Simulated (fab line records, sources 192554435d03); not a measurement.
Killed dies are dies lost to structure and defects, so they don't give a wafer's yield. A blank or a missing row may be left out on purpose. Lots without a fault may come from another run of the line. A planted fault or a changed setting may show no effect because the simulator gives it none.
Chamber matching | flow n5_finfet | N5_HKMG_FIN_DESCUM_53 on rie_diel-04: 4 sister chambers
The step chemistry O2, time 7.9 s. 16 wafers are shown with their chamber, then 8 later ones without.

WAFERS WITH THEIR CHAMBER
wafer  | chamber | showerhead_plenum_p_Torr (Torr) | drypump_motor_current_A (A) | throttle_valve_pct (%)
L075.2 | 3       | 2.16                            | 4.8                         | 20.57
L075.4 | 2       | 2.04                            | 5.3                         | 20.42
L075.6 | 3       | 2.16                            | 4.8                         | 20.57
L076.2 | 1       | 2.00                            | 5.4                         | 20.50
L076.5 | 2       | 2.04                            | 5.3                         | 20.42
L076.6 | 3       | 2.16                            | 4.8                         | 20.57
L077.1 | 2       | 2.04                            | 5.3                         | 20.42
L077.2 | 1       | 2.00                            | 5.4                         | 20.50
L077.5 | 3       | 2.16                            | 4.9                         | 20.58
L082.1 | 0       | 2.03                            | 5.5                         | 20.63
L082.2 | 2       | 2.04                            | 5.3                         | 20.43
L082.6 | 3       | 2.15                            | 4.9                         | 20.59
L085.1 | 3       | 2.15                            | 4.9                         | 20.60
L085.3 | 1       | 1.99                            | 5.3                         | 20.50
L085.6 | 2       | 2.04                            | 5.3                         | 20.45
L088.1 | 2       | 2.03                            | 5.3                         | 20.47

SIGNATURES (means of the wafers above)
reading                  | chamber 0 | chamber 1 | chamber 2 | chamber 3 | scatter within a chamber
showerhead_plenum_p_Torr | 2.0300    | 1.9967    | 2.0383    | 2.1567    | 0.00486
drypump_motor_current_A  | 5.500     | 5.367     | 5.300     | 4.850     | 0.0425
throttle_valve_pct       | 20.6300   | 20.5000   | 20.4350   | 20.5800   | 0.0157
Rule: a wafer's distance from a chamber is the root of the sum, over the readings, of the square of ((its reading less the chamber's mean) divided by the reading's scatter). The wafer belongs to the nearest chamber; if the next one is less than 2 further off, it can't be placed. The scatter: the root of (the sum of the squares of (reading less its chamber's mean) over the shown wafers, divided by (wafers less chambers)).

WAFERS WITHOUT THEIR CHAMBER
wafer  | showerhead_plenum_p_Torr (Torr) | drypump_motor_current_A (A) | throttle_valve_pct (%)
L088.3 | 2.15                            | 4.9                         | 20.63
L088.6 | 2.15                            | 4.9                         | 20.62
L091.4 | 2.15                            | 4.9                         | 20.62
L091.5 | 2.03                            | 5.3                         | 20.46
L091.6 | 2.03                            | 5.5                         | 20.64
L092.2 | 2.03                            | 5.3                         | 20.47
L092.3 | 2.15                            | 4.8                         | 20.64
L092.5 | 2.25                            | 5.3                         | 20.27

WHICH CHAMBER EACH WENT THROUGH
wafer  | from the rows above | in truth
L088.3 | 3                   | 3
L088.6 | 3                   | 3
L091.4 | 3                   | 3
L091.5 | 2                   | 2
L091.6 | 0                   | 0
L092.2 | 2                   | 2
L092.3 | 3                   | 3
L092.5 | 3                   | 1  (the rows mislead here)
Placed correctly: 7 of 8. Can't be placed from these rows: 0. Placed wrongly: 1.
